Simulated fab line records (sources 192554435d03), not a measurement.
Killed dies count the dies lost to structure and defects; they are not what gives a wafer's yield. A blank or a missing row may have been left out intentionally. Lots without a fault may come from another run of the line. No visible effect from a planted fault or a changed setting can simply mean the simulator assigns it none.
A single fault, viewed from 3 desks || flow n5 finfet || numbers are kept per desk, each desk with only its own; the story behind them comes last

## METROLOGY DESK
Means of the sampled wafers that have a number, per lot and without regard to the tool the lot ran on: this is what the gauges read. Any lot whose mean is over 4 standard deviations away from the usual mean is out of limits and marked OUT; that distance is given in the brackets. Of its 10 readings 7 are shown: those that lie furthest out on some lot.
Columns: A = DIBL_N at N5_BEOL_M4_RC_MEAS_101, usual 36.4 mV/V; B = IOFF_P at N5_BEOL_M4_RC_MEAS_101, usual 0.214 nA/um; C = ION_N at N5_BEOL_M4_RC_MEAS_101, usual 675 uA/um; D = ION_P at N5_BEOL_M4_RC_MEAS_101, usual 463 uA/um; E = SS_N at N5_BEOL_M4_RC_MEAS_101, usual 71.5 mV/dec; F = SS_P at N5_BEOL_M4_RC_MEAS_101, usual 73.3 mV/dec; G = VT_P at N5_BEOL_M4_RC_MEAS_101, usual -250.1 mV
{"lot": "L290", "first seen here": "day 10 00:44", "A": 38.5, "B": 0.238, "C": 677, "D": 465, "E": 72.0, "F": 73.3, "G": -248.4}
{"lot": "L291", "first seen here": "day 10 03:02", "A": 37.0, "B": 0.237, "C": 675, "D": 462, "E": 71.5, "F": 73.4, "G": -249.5}
{"lot": "L292", "first seen here": "day 10 18:33", "A": 35.6, "B": 0.241, "C": 682, "D": 472, "E": 72.2, "F": 73.4, "G": -246.9}
{"lot": "L299", "first seen here": "day 12 12:46", "A": 37.0, "B": 0.231, "C": 677, "D": 467, "E": 72.1, "F": 73.9, "G": -248.3}
{"lot": "L301", "first seen here": "day 13 00:23", "A": 36.6, "B": 0.211, "C": 673, "D": 464, "E": 71.8, "F": 73.0, "G": -250.9}
{"lot": "L302", "first seen here": "day 13 03:38", "A": 35.1, "B": 0.177, "C": 674, "D": 457, "E": 71.5, "F": 73.0, "G": -253.8}
{"lot": "L304", "first seen here": "day 13 15:23", "A": 37.3, "B": 0.218, "C": 676, "D": 460, "E": 71.4, "F": 73.9, "G": -250.6}
{"lot": "L303", "first seen here": "day 13 16:01", "A": 35.9, "B": 0.212, "C": 665, "D": 462, "E": 71.7, "F": 72.6, "G": -250.1}
Result from this desk: across the 8 lots, nothing is out of limits.

## THE DEFECT DESK
What the inspections along the route counted, lot by lot: means of the sampled wafers that have a number. Any lot whose mean is over 4 standard deviations away from the usual mean is out of limits and marked OUT; that distance is given in the brackets.
Columns: A = raw defect count at N5_FIN_SAQP_INSPECT_18, usual 427; B = raw defect count at N5_FIN_SAQP_INSPECT_40, usual 232; C = raw defect count at N5_FIN_CUT_INSPECT_10, usual 42
{"lot": "L290", "first seen here": "day 4 03:44", "A": 439, "B": 233, "C": 36}
{"lot": "L291", "first seen here": "day 4 09:44", "A": 741, "B": "599 (+5.5) OUT", "C": "358 (+26) OUT"}
{"lot": "L292", "first seen here": "day 4 17:09", "A": 741, "B": "502 (+4.0) OUT", "C": "367 (+27) OUT"}
{"lot": "L299", "first seen here": "day 6 10:30", "A": 532, "B": 263, "C": 38}
{"lot": "L301", "first seen here": "day 6 22:17", "A": 325, "B": 210, "C": 38}
{"lot": "L302", "first seen here": "day 7 04:23", "A": 399, "B": 163, "C": 42}
{"lot": "L303", "first seen here": "day 7 09:52", "A": 415, "B": 273, "C": 51}
{"lot": "L304", "first seen here": "day 7 16:28", "A": 448, "B": 194, "C": 38}
Finding of this desk: L291, L292 out of limits; the first was L291 at day 4 14:07, on raw defect count at N5_FIN_SAQP_INSPECT_40. L290, L299, L301, L302, L303, L304: within limits.

## DESK OF THE TOOL OWNER: pecvd-02
The tool's own readings at N5_FIN_SAQP_HM_DEP_72 (deposits SiO2 from SiH4/N2O, target thk 12 nm, time 7.2 s): means of the sampled wafers that have a number, for each lot that ran on this tool. Any lot whose mean is over 4 standard deviations away from the usual mean is out of limits and marked OUT; that distance is given in the brackets.
Columns: A = heater power outer w at N5_FIN_SAQP_HM_DEP_72, usual 471 W; B = heater power w at N5_FIN_SAQP_HM_DEP_72, usual 778 W; C = showerhead plenum p Torr at N5_FIN_SAQP_HM_DEP_72, usual 8.21 Torr
{"lot": "L290", "first seen here": "day 4 03:13", "A": 457, "B": 811, "C": 8.31}
{"lot": "L291", "first seen here": "day 4 09:21", "A": 468, "B": 804, "C": 8.21}
{"lot": "L292", "first seen here": "day 4 16:38", "A": 453, "B": 788, "C": 8.20}
Result from this desk: across the 3 lots, nothing is out of limits.

## ALL TOGETHER
The defect desk could have raised an alarm at day 4 14:07, on L291, L292.
Metrology desk: nothing out of limits seen.
Nothing out of limits was seen by the tool owner's desk.
The metrology desk has L291, L292 on record, within its limits.
Tool owner's desk: L291, L292 on record, inside its limits.
All the named lots went through N5_FIN_SAQP_HM_DEP_72 on pecvd-02.

## WHAT THE SIMULATOR HAD PUT IN
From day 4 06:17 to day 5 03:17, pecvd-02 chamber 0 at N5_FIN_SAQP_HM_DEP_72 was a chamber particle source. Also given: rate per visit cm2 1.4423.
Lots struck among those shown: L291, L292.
Hours from the fault's start to each desk's first reading out of limits: the defect desk, 8.
